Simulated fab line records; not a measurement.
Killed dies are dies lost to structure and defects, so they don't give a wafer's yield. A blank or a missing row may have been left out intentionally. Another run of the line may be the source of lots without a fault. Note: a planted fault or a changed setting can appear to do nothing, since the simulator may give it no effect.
Which of the tools did it? / flow n5-finfet / 11 lots, 33 wafers sampled, at 3 steps of a route of 1938

WHAT THE GAUGES READ, wafer by wafer
N5_BEOL_M7_CD_MEAS_18: pitch 80 nm, target cd 40 nm.
lot=L075; measured=day 10 12:49; on=cd-sem-03; cd-nm (nm)=39.9 40.0 40.3
lot=L077; measured=day 10 23:25; on=cd-sem-02; cd-nm (nm)=39.1 39.2 39.5
lot=L080; measured=day 11 21:46; on=cd-sem-01; cd-nm (nm)=40.6 40.1 40.5
lot=L081; measured=day 12 00:50; on=cd-sem-03; cd-nm (nm)=39.7 40.4 39.8
lot=L083; measured=day 12 08:46; on=cd-sem-01; cd-nm (nm)=39.8 39.6 40.3
lot=L087; measured=day 13 03:44; on=cd-sem-01; cd-nm (nm)=40.4 40.1 40.2
lot=L086; measured=day 13 16:59; on=cd-sem-01; cd-nm (nm)=40.9 40.2 40.4
lot=L091; measured=day 14 03:51; on=cd-sem-03; cd-nm (nm)=40.9 40.1 40.4
lot=L092; measured=day 14 05:05; on=cd-sem-03; cd-nm (nm)=39.9 39.0 39.3
lot=L093; measured=day 15 07:19; on=cd-sem-02; cd-nm (nm)=39.7 39.9 39.6
lot=L097; measured=day 16 14:34; on=cd-sem-03; cd-nm (nm)=41.4 39.8 40.5

EACH LOT AND THE TOOL THAT RAN IT (in order: tool; ch and the chambers of the sampled wafers; start)
lot=L075; N5_BEOL_M7_STRIP_67=rie-diel-03 ch 0,2, day 10 12:36; N5_BEOL_M7_HM_OPEN_17=rie-metal-03 ch 0,1, day 10 12:38
lot=L077; N5_BEOL_M7_STRIP_67=rie-diel-04 ch 1,3, day 10 23:12; N5_BEOL_M7_HM_OPEN_17=rie-metal-03 ch 0,1, day 10 23:14
lot=L080; N5_BEOL_M7_STRIP_67=rie-diel-04 ch 1,2, day 11 21:33; N5_BEOL_M7_HM_OPEN_17=rie-metal-01 ch 0,1, day 11 21:37
lot=L081; N5_BEOL_M7_STRIP_67=rie-diel-04 ch 0,1, day 12 00:33; N5_BEOL_M7_HM_OPEN_17=rie-metal-03 ch 0,1, day 12 00:35
lot=L083; N5_BEOL_M7_STRIP_67=rie-diel-04 ch 0,2,3, day 12 08:32; N5_BEOL_M7_HM_OPEN_17=rie-metal-01 ch 0,1, day 12 08:35
lot=L087; N5_BEOL_M7_STRIP_67=rie-diel-03 ch 0,3, day 13 03:31; N5_BEOL_M7_HM_OPEN_17=rie-metal-03 ch 0,1, day 13 03:34
lot=L086; N5_BEOL_M7_STRIP_67=rie-diel-01 ch 2,3, day 13 16:41; N5_BEOL_M7_HM_OPEN_17=rie-metal-01 ch 0,1, day 13 16:43
lot=L091; N5_BEOL_M7_STRIP_67=rie-diel-01 ch 1,3, day 14 03:30; N5_BEOL_M7_HM_OPEN_17=rie-metal-02 ch 0,1, day 14 03:32
lot=L092; N5_BEOL_M7_STRIP_67=rie-diel-03 ch 0,1,3, day 14 04:49; N5_BEOL_M7_HM_OPEN_17=rie-metal-03 ch 1, day 14 04:52
lot=L093; N5_BEOL_M7_STRIP_67=rie-diel-03 ch 1,3, day 15 07:04; N5_BEOL_M7_HM_OPEN_17=rie-metal-03 ch 0,1, day 15 07:07
lot=L097; N5_BEOL_M7_STRIP_67=rie-diel-03 ch 0,2, day 16 14:14; N5_BEOL_M7_HM_OPEN_17=rie-metal-02 ch 0,1, day 16 14:17
- N5_BEOL_M7_STRIP_67: strips in CF4.
- N5_BEOL_M7_HM_OPEN_17: chemistry Cl2/BCl3, target TiN, target depth 20 nm, overetch 6 nm.

THE ANSWER, worked out from the rows above alone
Rule: the lots themselves supply what counts as usual. The widest of any qualifying gaps counts: lots, ordered by their means at a reading, are off when they make up no more than a third of the lots, leave a main group of 4 or more, and stand apart from it by 3 or more times the standard deviation of that group's means. A main group whose means are all the same, to the digits that the tables above print for the reading, isn't used. A lot without any number at a reading at which 4 lots or more have one is off too. The other lots that the step has rows for count as sound.
Nothing can be told from this: no lot is off at any reading shown.

WHAT HAD BEEN PUT IN BY THE SIMULATOR
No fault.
